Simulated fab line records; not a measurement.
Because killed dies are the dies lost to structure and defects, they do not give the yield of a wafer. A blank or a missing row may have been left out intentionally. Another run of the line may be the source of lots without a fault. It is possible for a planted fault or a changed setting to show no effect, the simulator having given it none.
Which of the tools did it? / flow nandHarc / 18 wafers from 6 lots sampled at 4 of the route's 1159 steps

== WHAT THE GAUGES SHOWED, per wafer ==
NHARC_END_SORT_01.
lot=L858; measured=day 21 07:18; on=prober-02; killedOpen=0 4 8
lot=L860; measured=day 21 13:43; on=prober-02; killedOpen=2 4 0
lot=L861; measured=day 22 16:13; on=prober-01; killedOpen=8 7 6
lot=L873; measured=day 25 03:21; on=prober-01; killedOpen=5 5 2

== WHAT TOOL EACH LOT RAN ON (gives the tool, then ch and the chambers of the sampled wafers, and finally the start) ==
lot=L858; NHARC_P_BONDPAD_ANNEAL_28=rtpAnneal-02 ch 0, day 8 00:13; NHARC_A_ZERO_WELL_DESCUM_12=rieDiel-08 ch 0,1,2, day 8 02:29; NHARC_A_ZERO_WELL_ETCH_13=rieSi-04 ch 0,1,3, day 8 02:41
lot=L860; NHARC_P_BONDPAD_ANNEAL_28=rtpAnneal-02 ch 0, day 8 15:56; NHARC_A_ZERO_WELL_DESCUM_12=rieDiel-10 ch 0,1,2, day 8 18:15; NHARC_A_ZERO_WELL_ETCH_13=rieSi-04 ch 1,2,3, day 8 18:27
lot=L861; NHARC_P_BONDPAD_ANNEAL_28=rtpAnneal-02 ch 0, day 10 05:51; NHARC_A_ZERO_WELL_DESCUM_12=rieDiel-08 ch 1,2,3, day 10 08:11; NHARC_A_ZERO_WELL_ETCH_13=rieSi-01 ch 0,2,3, day 10 08:25
lot=L865; NHARC_P_BONDPAD_ANNEAL_28=rtpAnneal-01 ch 0, day 10 12:57; NHARC_A_ZERO_WELL_DESCUM_12=rieDiel-08 ch 1,2,3, day 10 15:12; NHARC_A_ZERO_WELL_ETCH_13=rieSi-04 ch 1,2,3, day 10 15:26
lot=L873; NHARC_P_BONDPAD_ANNEAL_28=rtpAnneal-02 ch 0, day 11 20:40; NHARC_A_ZERO_WELL_DESCUM_12=rieDiel-10 ch 1,2,3, day 11 23:04; NHARC_A_ZERO_WELL_ETCH_13=rieSi-01 ch 0,1,2, day 11 23:16
lot=L874; NHARC_P_BONDPAD_ANNEAL_28=rtpAnneal-02 ch 0, day 12 01:04; NHARC_A_ZERO_WELL_DESCUM_12=rieDiel-10 ch 1,2, day 12 03:23; NHARC_A_ZERO_WELL_ETCH_13=rieSi-01 ch 0,2, day 12 03:36
- NHARC_P_BONDPAD_ANNEAL_28: time 90 s.
- NHARC_A_ZERO_WELL_DESCUM_12: chemistry O2, time 3 s.
- NHARC_A_ZERO_WELL_ETCH_13: etches the open film in HBr/Cl2, target depth 120 nm, time 40.1 s.

== THE ANSWER, worked out from the rows above alone ==
Rule: what is usual is taken from the lots themselves. Put in order of their means at a reading, lots are off if they are a third of the lots or fewer, leave a main group of 4 or more, and stand apart from it by a gap of 3 or more times the standard deviation of the main group's means; of several such gaps the widest counts. A main group is skipped when, at the precision printed for the reading in the tables above, its means are all equal. A lot without any number at a reading at which 4 lots or more have one is off too. Any other lot the step has rows for is counted as sound.
Across all readings shown, no lot is off: no conclusion can be drawn from this.

== WHAT THE SIMULATOR HAD INSERTED ==
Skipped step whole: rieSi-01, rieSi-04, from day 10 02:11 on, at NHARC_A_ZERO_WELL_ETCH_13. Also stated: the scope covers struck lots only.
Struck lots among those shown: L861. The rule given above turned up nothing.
